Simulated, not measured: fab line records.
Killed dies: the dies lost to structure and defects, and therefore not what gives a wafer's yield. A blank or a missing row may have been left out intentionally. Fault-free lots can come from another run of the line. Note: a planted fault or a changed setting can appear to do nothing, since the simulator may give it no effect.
fab line records | flow n5Finfet | part 1 of 2: steps 1 to 25 of 32
[record] lots = 5 wafers = 15 lastDay = 17
route steps=1938 shown BEOL_M5@1187 BEOL_M6@1194
lots that met no fault: from a run of the same line without faults
startH: hours from the record's first day to the start of the lot's first wafer shown | waitH: how many hours have passed since the lot's step before this one | " identical to the entry in the row above | L1.1+2: a single row standing in for several wafers | - either no value or no given start | * or withheld: withheld | < > ~ a bound
route shown NAME@n: NAME is a module with steps in the file, n the number in the route of the first one | usual: mean/standard deviation of fault-free wafers | same: alike in all rows | chamber/n: place in a boat | sites: the reading at each site | _std_site: how widely they spread, as a standard deviation | _edge_site: inner sites' mean taken away from outer sites' mean | radiusMm: for every site, how far away it sits from the centre of the wafer | mask NAME#n: copy n | behind: the most recent tool/chamber to have shaped the wafer | hold: what put the lot on hold/how long, in hours/how the hold closed | device: the n, p or np transistor that did not switch | end of line: tests run on the same wafers once the route is complete | a step with no rows: only its recipe | killed: count of dies lost to structure and defects at first sort (not the wafer's yield) | map: a wafer's dies, x killed, . not, _ none there
set.NAME: the setting as run; set.NAME@STEP: as run at that earlier step | model.NAME: the simulator's own value behind a step, which no gauge read
a table for each step, a row for each wafer; lots at some steps of the route
services: a tool's chamber out of use, with start hour (startH, from the record's first day; less than 0 if before it), hours out, and reason
[[steps]]
[step N5_BEOL_M5_THK_MEAS_53]
[recipe] thkMeasGauge = xrf reads = Cu_of_BEOL_M5_ECD_50
[usual] M5_THK = 63.1/2.4
// columns lot.wafer tool chamber startH waitH M5_THK[nm]
L076.1 filmMetro-02 - 201.22 - 59.8
L076.2 " - " " 60.4
L076.3 " - " " 63.3
L080.1 filmMetro-02 - 225.89 - 64.1
L080.2 " - " " 58.9
L080.6 " - " " 65.3
L093.1 filmMetro-01 - 289.38 - 63.0
L093.3 " - " " 66.8
L093.6 " - " " 63.4
L094.2 filmMetro-02 - 305.16 - 60.2
L094.3 " - " " 63.7
L094.6 " - " " 68.9
L097.1 filmMetro-01 - 314.76 - 56.8
L097.2 " - " " 61.8
L097.6 " - " " 64.8
[step N5_BEOL_M5_PRE_CLEAN_77]
[recipe] gas = NH3/H2 timeS = 15 tempC = * rfPowerW = 300
[usual] heaterPowerOuterW = 21/13 heaterPowerW = 79/24
// columns lot.wafer tool chamber startH waitH heaterPowerOuterW heaterPowerW
L076.1 cvdCo-02 1 201.26 0.0 0 44
L076.2 " 0 " " 37 115
L076.3 " 2 " " 4 49
L080.1 cvdCo-02 2 225.92 0.0 4 50
L080.2 " 1 " " 0 43
L080.6 " 2 " " 4 50
L093.1 cvdCo-01 1 289.47 0.1 26 90
L093.3 " 0 " " 26 76
L093.6 " 0 " " 27 78
L094.2 cvdCo-02 1 305.31 0.1 0 44
L094.3 " 2 " " 4 51
L094.6 " 1 " " 0 43
L097.1 cvdCo-01 0 314.79 0.0 25 76
L097.2 " 2 " " 28 101
L097.6 " 0 " " 26 78
[step N5_BEOL_M5_CO_CAP_78]
[recipe] material = Co targetThkA = 20 tempC = 200 precursor = CCTBA/H2 pressureTorr = 30 timeS = 102.1
[usual] heaterPowerOuterW = 123/16 heaterPowerW = 229/31
// columns lot.wafer tool chamber startH waitH heaterPowerOuterW heaterPowerW
L076.1 cvdCo-02 1 201.30 0.0 97 188
L076.2 " 0 " " 143 275
L076.3 " 2 " " 101 192
L080.1 cvdCo-02 2 225.98 0.0 102 193
L080.2 " 1 " " 98 185
L080.6 " 2 " " 101 193
L093.1 cvdCo-01 1 289.51 0.0 132 241
L093.3 " 0 " " 131 226
L093.6 " 0 " " 132 226
L094.2 cvdCo-02 1 305.35 0.0 98 189
L094.3 " 2 " " 104 195
L094.6 " 1 " " 97 185
L097.1 cvdCo-01 0 314.85 0.0 130 219
L097.2 " 2 " " 133 254
L097.6 " 0 " " 131 227
[step N5_BEOL_M5_PRE_CLEAN_55]
[recipe] gas = NH3 timeS = 15 tempC = withheld rfPowerW = 300
// columns lot.wafer tool chamber startH waitH
L076.1+2+3 pecvd-02 1,0,2 201.39 0.1
L080.1+2+6 pecvd-02 1,2,2 226.11 0.1
L093.1+3+6 pecvd-01 0,2,1 289.60 0.1
L094.2+3+6 pecvd-01 2,1,0 305.44 0.1
L097.1+2+6 pecvd-02 0,2,2 314.98 0.1
[step N5_BEOL_M5_DEP_56]
[recipe] material = SiCN targetThkA = 80 tempC = withheld precursor = 3MS/NH3 pressureTorr = 3 rfW = 202 timeS = 14
[usual] showerheadPlenumPTorr = 3.670/0.018 throttleValvePct = 9.1/0.68
// columns lot.wafer tool chamber startH waitH showerheadPlenumPTorr throttleValvePct
L076.1 pecvd-02 1 201.41 0.0 3.688 10.3
L076.2 " 0 " " 3.673 8.3
L076.3 " 2 " " 3.646 8.4
L080.1 pecvd-02 1 226.14 0.0 3.695 10.2
L080.2 " 2 " " 3.654 8.7
L080.6 " 2 " " 3.650 8.5
L093.1 pecvd-01 0 289.62 0.0 3.690 8.7
L093.3 " 2 " " 3.636 8.2
L093.6 " 1 " " 3.672 9.8
L094.2 pecvd-01 2 305.46 0.0 3.641 8.2
L094.3 " 1 " " 3.674 9.9
L094.6 " 0 " " 3.694 8.8
L097.1 pecvd-02 0 315.00 0.0 3.666 8.6
L097.2 " 2 " " 3.647 8.7
L097.6 " 2 " " 3.652 8.6
[step N5_BEOL_M5_RS_MEAS_57]
[recipe] thkMeasGauge = four-point-probe reads = Co_of_BEOL_M5_CO_CAP_78+Cu_of_BEOL_M5_ECD_50+Co_of_BEOL_M5_CVD_47+TaN_of_BEOL_M5_ALD_86
[usual] M5_RS = 0.381/0.017
// columns lot.wafer tool chamber startH waitH M5_RS[ohm/sq]
L076.1 filmMetro-01 - 201.48 0.0 0.403
L076.2 " - " " 0.399
L076.3 " - " " 0.378
L080.1 filmMetro-01 - 226.20 0.0 0.376
L080.2 " - " " 0.417
L080.6 " - " " 0.366
L093.1 filmMetro-01 - 289.69 0.0 0.379
L093.3 " - " " 0.354
L093.6 " - " " 0.376
L094.2 filmMetro-01 - 305.53 0.1 0.407
L094.3 " - " " 0.379
L094.6 " - " " 0.346
L097.1 filmMetro-02 - 315.07 0.0 0.428
L097.2 " - " " 0.387
L097.6 " - " " 0.366
[step N5_BEOL_M5_INSPECT_58]
[recipe] inspectInstrument = darkfield mode = postDep
[usual] rawDefectCount = 77/24
// columns lot.wafer tool chamber startH waitH rawDefectCount
L076.1 defectInspect-01 - 201.50 0.0 90
L076.2 " - " " 68
L076.3 " - " " 75
L080.1 defectInspect-01 - 226.23 0.0 82
L080.2 " - " " 45
L080.6 " - " " 96
L093.1 defectInspect-02 - 289.72 0.0 60
L093.3 " - " " 71
L093.6 " - " " 87
L094.2 defectInspect-01 - 305.56 0.0 73
L094.3 " - " " 55
L094.6 " - " " 104
L097.1 defectInspect-01 - 315.10 0.0 76
L097.2 " - " " 37
L097.6 " - " " 85
[step N5_BEOL_M6_ILD_DEP_00]
[recipe] material = SiCOH_lowk targetThkA = 1797.5 tempC = 300 precursor = DEMS/porogen pressureTorr = 5 rfW = 500 timeS = 33.4
[usual] heaterPowerOuterW = 124/25 heaterPowerW = 281/41 showerheadPlenumPTorr = 5.742/0.024 throttleValvePct = 13.9/1.2
// columns lot.wafer tool chamber startH waitH heaterPowerOuterW heaterPowerW showerheadPlenumPTorr throttleValvePct
L076.1 pecvd-03 2 201.54 0.0 143 287 5.739 12.9
L076.2 " 1 " " 140 285 5.708 12.7
L076.3 " 0 " " 75 201 5.755 15.6
L080.1 pecvd-01 0 226.27 0.0 96 293 5.776 13.7
L080.2 " 1 " " 166 360 5.733 15.1
L080.6 " 1 " " 181 377 5.763 15.1
L093.1 pecvd-01 2 289.75 0.0 132 275 5.692 12.9
L093.3 " 0 " " 86 282 5.767 13.4
L093.6 " 2 " " 137 281 5.712 12.8
L094.2 pecvd-03 0 305.59 0.0 72 192 5.755 15.7
L094.3 " 1 " " 162 327 5.705 12.8
L094.6 " 0 " " 76 201 5.766 15.7
L097.1 pecvd-01 1 315.13 0.0 143 325 5.747 15.2
L097.2 " 0 " " 119 333 5.754 13.7
L097.6 " 2 " " 131 280 5.713 12.5
[step N5_BEOL_M6_CURE_74]
[recipe] tempC = 385 timeS = 240 ambient = He/Ar material = SiCOH_lowk
[usual] lampPowerPct = 52.31/0.051 wafer_temp_C_max = 386.8/0.65
// columns lot.wafer tool chamber startH waitH lampPowerPct wafer_temp_C_max
L076.1 uvCure-03 2 201.61 0.0 52.29 386.8
L076.2 " 2 " " 52.35 387.3
L076.3 " 2 " " 52.36 386.0
L080.1 uvCure-03 0 226.35 0.1 52.34 387.4
L080.2 " 0 " " 52.30 387.4
L080.6 " 0 " " 52.32 386.8
L093.1 uvCure-03 0 289.85 0.1 52.31 387.0
L093.3 " 0 " " 52.26 387.6
L093.6 " 0 " " 52.29 387.2
L094.2 uvCure-01 2 305.74 0.1 52.28 386.4
L094.3 " 2 " " 52.35 386.2
L094.6 " 2 " " 52.30 386.0
L097.1 uvCure-02 2 315.20 0.0 52.24 386.2
L097.2 " 2 " " 52.22 385.8
L097.6 " 2 " " 52.23 385.8
[step N5_BEOL_M6_THK_MEAS_01]
[recipe] reads = SiCOH_lowk_of_BEOL_M6_ILD_DEP_00
[usual] M6_ILD_THK = 155.8/2.4
// columns lot.wafer tool chamber startH waitH M6_ILD_THK[nm]
L076.1 filmMetro-01 - 202.12 0.4 157.1
L076.2 " - " " 156.2
L076.3 " - " " 155.1
L080.1 filmMetro-01 - 226.86 0.4 153.7
L080.2 " - " " 153.1
L080.6 " - " " 155.6
L093.1 filmMetro-01 - 290.36 0.4 153.3
L093.3 " - " " 154.7
L093.6 " - " " 157.6
L094.2 filmMetro-02 - 306.17 0.4 156.6
L094.3 " - " " 157.7
L094.6 " - " " 159.7
L097.1 filmMetro-02 - 316.19 0.8 152.1
L097.2 " - " " 149.7
L097.6 " - " " 154.1
[step N5_BEOL_M6_PECVD_70]
[recipe] material = SiO2 targetThkA = 200 tempC = 400 precursor = TEOS/O2 pressureTorr = 5.5 rfW = 450 teosFlowSccm = 53.8 gas = O2 flowSccm = 3000 timeS = 22.7
[usual] heaterPowerOuterW = 400/63 heaterPowerW = 701/88 showerheadPlenumPTorr = 8.80/0.11 throttleValvePct = 22.6/1.9
// columns lot.wafer tool chamber startH waitH heaterPowerOuterW heaterPowerW showerheadPlenumPTorr throttleValvePct
L076.1 pecvd-03 1 202.16 0.0 399 642 8.66 20.4
L076.2 " 0 " " 281 494 8.87 25.5
L076.3 " 2 " " 425 679 8.73 20.8
L080.1 pecvd-01 0 226.90 0.0 327 708 8.92 21.9
L080.2 " 1 " " 462 803 8.84 24.2
L080.6 " 0 " " 337 691 8.93 21.6
L093.1 pecvd-03 0 290.40 0.0 284 525 8.88 25.6
L093.3 " 1 " " 446 716 8.64 20.7
L093.6 " 2 " " 327 555 8.69 20.8
L094.2 pecvd-01 2 306.21 0.0 419 694 8.67 20.3
L094.3 " 0 " " 370 744 8.92 21.8
L094.6 " 2 " " 431 686 8.66 20.5
L097.1 pecvd-02 0 316.23 0.0 395 636 8.78 20.9
L097.2 " 2 " " 422 752 8.72 21.1
L097.6 " 0 " " 387 675 8.80 21.2
[step N5_BEOL_M6_HM_DEP_02]
[recipe] material = TiN targetThkA = 200 tempC = 25 chamberPressurePa = 0.49996
[usual] chamberPressurePa = 0.5000/0.001 substrateTempC = 24.99/0.1 throttleValvePct = 29.5/1.1
// columns lot.wafer tool chamber startH waitH chamberPressurePa substrateTempC throttleValvePct
L076.1 pvdSputter-03 - 202.90 0.7 0.5000 25.08 30.1
L076.2 " - " " 0.5012 24.93 29.2
L076.3 " - " " 0.5004 24.97 29.5
L080.1 pvdSputter-03 - 227.52 0.6 0.4974 24.96 29.2
L080.2 " - " " 0.5001 24.73 29.3
L080.6 " - " " 0.4996 24.96 30.4
L093.1 pvdSputter-03 - 291.69 1.3 0.4993 24.98 29.4
L093.3 " - " " 0.4994 25.17 29.4
L093.6 " - " " 0.5001 24.75 29.2
L094.2 pvdSputter-03 - 307.44 1.2 0.5012 25.13 29.9
L094.3 " - " " 0.5006 24.79 28.8
L094.6 " - " " 0.5002 24.96 29.3
L097.1 pvdSputter-01 - 316.83 0.6 0.4996 25.13 30.4
L097.2 " - " " 0.4997 24.97 31.6
L097.6 " - " " 0.5008 25.12 30.2
[step N5_BEOL_M6_COAT_59]
[recipe] resist = SOC tempC = 250 timeS = 60 spinRpm = 1500 resistThkNm = 100
// columns lot.wafer tool chamber startH waitH
L076.1+2+3 lithoTrack-05 0 203.02 0.1
L080.1+2+6 lithoTrack-02 0 227.65 0.1
L093.1+3+6 lithoTrack-02 0 291.82 0.1
L094.2+3+6 lithoTrack-04 0 307.56 0.1
L097.1+2+6 lithoTrack-04 0 316.95 0.1
[step N5_BEOL_M6_COAT_60]
[recipe] resist = SiARC tempC = 220 timeS = 60 spinRpm = 1500 resistThkNm = 35
// columns lot.wafer tool chamber startH waitH
L076.1+2+3 lithoTrack-05 0 - -
L080.1+2+6 lithoTrack-02 0 - -
L093.1+3+6 lithoTrack-02 0 - -
L094.2+3+6 lithoTrack-04 0 - -
L097.1+2+6 lithoTrack-04 0 - -
[step N5_BEOL_M6_COAT_05]
[recipe] resist = CAR-ArF spinRpm = 1500 resistThkNm = 90
// columns lot.wafer tool chamber startH waitH
L076.1+2+3 lithoTrack-05 0 - -
L080.1+2+6 lithoTrack-02 0 - -
L093.1+3+6 lithoTrack-02 0 - -
L094.2+3+6 lithoTrack-04 0 - -
L097.1+2+6 lithoTrack-04 0 - -
[step N5_BEOL_M6_EBR_07]
[recipe] solvent = PGMEA ebrWidthMm = 1.5
// columns lot.wafer tool chamber startH waitH
L076.1+2+3 lithoTrack-05 0 - -
L080.1+2+6 lithoTrack-02 0 - -
L093.1+3+6 lithoTrack-02 0 - -
L094.2+3+6 lithoTrack-04 0 - -
L097.1+2+6 lithoTrack-04 0 - -
[step N5_BEOL_M6_SOFTBAKE_06]
[recipe] tempC = 110 timeS = 60 resist = CAR-ArF
// columns lot.wafer tool chamber startH waitH
L076.1+2+3 lithoTrack-05 0 - -
L080.1+2+6 lithoTrack-02 0 - -
L093.1+3+6 lithoTrack-02 0 - -
L094.2+3+6 lithoTrack-04 0 - -
L097.1+2+6 lithoTrack-04 0 - -
[step N5_BEOL_M6_EXPOSE_08]
[recipe] maskId = M6 na = 1.35 sourceShape = dipole sigmaInner = 0.817 sigmaOuter = 0.97 polarization = te doseMj = 68.25
[usual] exposureDoseMJCm2 = 68.21/0.078
[same] dipoleOpeningDeg = 35
// columns lot.wafer tool chamber startH waitH mask exposureDoseMJCm2
L076.1 arfiScanner-02 0 203.27 - M6#0 68.24
L076.2 " 0 " " M6#0 68.23
L076.3 " 0 " " M6#0 68.22
L080.1 arfiScanner-01 0 227.89 - M6#0 68.20
L080.2 " 0 " " M6#0 68.34
L080.6 " 0 " " M6#0 68.25
L093.1 arfiScanner-02 0 292.06 - M6#0 68.02
L093.3 " 0 " " M6#0 68.11
L093.6 " 0 " " M6#0 67.98
L094.2 arfiScanner-03 0 307.81 - M6#0 68.05
L094.3 " 0 " " M6#0 68.25
L094.6 " 0 " " M6#0 68.12
L097.1 arfiScanner-02 0 317.20 - M6#0 68.24
L097.2 " 0 " " M6#0 68.29
L097.6 " 0 " " M6#0 68.22
[step N5_BEOL_M6_PEB_09]
[recipe] pebTempC = withheld pebTimeS = 60 resist = CAR-ArF
// columns lot.wafer tool chamber startH waitH
L076.1+2+3 lithoTrack-04 0 203.33 0.1
L080.1+2+6 lithoTrack-02 0 227.96 0.1
L093.1+3+6 lithoTrack-02 0 292.12 0.1
L094.2+3+6 lithoTrack-05 0 307.87 0.0
L097.1+2+6 lithoTrack-05 0 317.26 0.1
[step N5_BEOL_M6_DEVELOP_10]
[recipe] developTimeS = 30 developer = TMAH resist = CAR-ArF rinseLiquid = diw dry = airSpin devTempC = 23
// columns lot.wafer tool chamber startH waitH
L076.1+2+3 lithoTrack-04 0 - -
L080.1+2+6 lithoTrack-02 0 - -
L093.1+3+6 lithoTrack-02 0 - -
L094.2+3+6 lithoTrack-05 0 - -
L097.1+2+6 lithoTrack-05 0 - -
[step N5_BEOL_M6_CD_MEAS_11]
[recipe] targetCdNm = 38.5 landingEnergyEv = 500 detector = seInlens polarity = opening
[usual] cdNm = 38.5/0.47
// columns lot.wafer tool chamber startH waitH cdNm
L076.1 cdSem-03 0 203.40 - 38.4
L076.2 " 0 " " 38.2
L076.3 " 0 " " 38.8
L080.1 cdSem-03 0 228.02 - 39.4
L080.2 " 0 " " 38.4
L080.6 " 0 " " 37.9
L093.1 cdSem-02 0 292.19 - 38.1
L093.3 " 0 " " 37.8
L093.6 " 0 " " 38.2
L094.2 cdSem-01 0 307.94 - 38.3
L094.3 " 0 " " 38.5
L094.6 " 0 " " 38.5
L097.1 cdSem-03 0 317.33 - 39.8
L097.2 " 0 " " 38.8
L097.6 " 0 " " 38.7
[step N5_BEOL_M6_OVL_MEAS_12]
[recipe] pointsPerWafer = 44
[usual] M6_OVL = 1.0/0.81
// columns lot.wafer tool chamber startH waitH M6_OVL[nm]
L076.1 overlay-02 0 203.43 0.0 1.0
L076.2 " 0 " " 1.5
L076.3 " 0 " " -0.2
L080.1 overlay-01 0 228.05 0.0 1.7
L080.2 " 0 " " 2.7
L080.6 " 0 " " 0.8
L093.1 overlay-02 0 292.22 0.0 1.4
L093.3 " 0 " " -0.1
L093.6 " 0 " " -0.1
L094.2 overlay-02 0 307.97 0.0 0.7
L094.3 " 0 " " 0.4
L094.6 " 0 " " 1.1
L097.1 overlay-01 0 317.38 0.1 0.9
L097.2 " 0 " " 1.8
L097.6 " 0 " " 0.8
[step N5_BEOL_M6_INSPECT_13]
[recipe] mode = adi inspectInstrument = brightfield
[usual] rawDefectCount = 427/92
// columns lot.wafer tool chamber startH waitH rawDefectCount
L076.1 defectInspect-02 - 203.45 0.0 465
L076.2 " - " " 375
L076.3 " - " " 484
L080.1 defectInspect-02 - 228.08 0.0 673
L080.2 " - " " 456
L080.6 " - " " 735
L093.1 defectInspect-02 - 292.24 0.0 405
L093.3 " - " " 527
L093.6 " - " " 622
L094.2 defectInspect-01 - 307.99 0.0 419
L094.3 " - " " 317
L094.6 " - " " 485
L097.1 defectInspect-01 - 317.41 0.0 408
L097.2 " - " " 271
L097.6 " - " " 360
[step N5_BEOL_M6_DESCUM_16]
[recipe] chemistry = O2 timeS = 7.9 sourcePowerW = 50 biasPowerW = 20 pressureMtorr = 20 rfFrequencyHz = 2.712e+07 tempC = 40 resist = CAR-ArF o2FlowSccm = 225
[usual] drypumpMotorCurrentA = 5.6/0.4 oesProductAu = 0.77/0.086 rfVppV = 242.6/1.2 showerheadPlenumPTorr = 2.05/0.069 throttleValvePct = 20.47/0.18
// columns lot.wafer tool chamber startH waitH drypumpMotorCurrentA oesProductAu rfHoursCounterH rfVppV showerheadPlenumPTorr throttleValvePct
L076.1 rieDiel-02 3 203.48 0.0 5.2 0.84 56 243.3 2.02 20.47
L076.2 " 0 " " 5.9 0.71 237 242.8 2.16 20.37
L076.3 " 1 " " 5.6 0.72 207 240.7 1.98 20.20
L080.1 rieDiel-02 2 228.11 0.0 4.9 0.74 196 244.1 2.17 20.46
L080.2 " 1 " " 5.6 0.71 216 242.9 1.97 20.22
L080.6 " 2 " " 4.8 0.73 - 243.7 2.17 20.48
L093.1 rieDiel-02 1 292.52 0.3 5.6 0.69 242 239.7 1.97 20.25
L093.3 " 0 " " 5.9 1.00 4 243.7 2.16 20.30
L093.6 " 3 " " 5.2 0.80 - 241.3 2.01 20.51
L094.2 rieDiel-06 0 308.08 0.1 5.7 0.88 40 242.3 2.03 20.16
L094.3 " 2 " " 5.5 0.70 225 242.0 2.07 20.78
L094.6 " 3 " " 5.5 0.79 - 242.3 2.02 20.36
L097.1 rieDiel-04 2 317.45 0.0 6.0 1.01 0 242.1 2.05 20.12
L097.2 " 0 " " 6.1 0.97 5 244.2 2.16 20.33
L097.6 " 2 " " 6.0 1.01 - 241.6 2.05 20.14
[step N5_BEOL_M6_ETCH_61]
[recipe] chemistry = CF4 target = SiARC targetDepthA = 455 maskMaterial = CAR-ArF timeS = 75.8 ionEnergyEv = 80 pressureMtorr = 40 sourceW = 545 biasW = 36 Ar_flow_sccm = 100 cf4FlowSccm = 100 ends = cleared
[usual] cf4FlowSccm = 100.00/0.27 drypumpMotorCurrentA = 5.6/0.41 etchRfOnTimeS = 76.0/2.3 oesProductAu = 0.66/0.075 rfVppV = 183.7/1.1 showerheadPlenumPTorr = 2.10/0.051 throttleValvePct = 15.67/0.2
// columns lot.wafer tool chamber startH waitH cf4FlowSccm drypumpMotorCurrentA etchRfOnTimeS oesProductAu rfHoursCounterH rfVppV showerheadPlenumPTorr throttleValvePct
L076.1 rieDiel-02 3 203.52 0.0 100.04 5.2 71.3 0.75 56 182.2 2.10 15.72
L076.2 " 0 " " 100.26 5.9 77.5 0.60 237 184.1 2.21 15.68
L076.3 " 1 " " 100.21 5.7 76.1 0.60 207 182.6 2.03 15.51
L080.1 rieDiel-02 2 228.15 0.0 100.06 4.8 78.4 0.62 196 183.5 2.18 15.49
L080.2 " 1 " " 99.28 5.6 76.2 0.60 216 181.9 2.03 15.54
L080.6 " 2 " " 100.41 4.8 77.7 0.63 - 184.4 2.18 15.48
L093.1 rieDiel-02 1 292.55 0.0 99.57 5.7 76.7 0.58 242 183.1 2.02 15.60
L093.3 " 0 " " 99.97 5.9 75.5 0.83 4 184.5 2.20 15.30
L093.6 " 3 " " 99.92 5.2 72.5 0.71 - 183.5 2.08 15.79
L094.2 rieDiel-06 0 308.11 0.0 99.84 5.7 72.7 0.75 40 182.8 2.08 15.30
L094.3 " 2 " " 99.95 5.5 80.3 0.59 225 184.6 2.11 15.93
L094.6 " 3 " " 99.76 5.5 76.4 0.68 - 184.8 2.09 15.64
L097.1 rieDiel-04 2 317.48 0.0 100.07 6.0 75.4 0.85 0 183.7 2.10 15.25
L097.2 " 0 " " 100.28 6.1 75.6 0.81 5 183.9 2.17 15.21
L097.6 " 2 " " 99.69 6.0 76.5 0.85 - 185.0 2.10 15.26
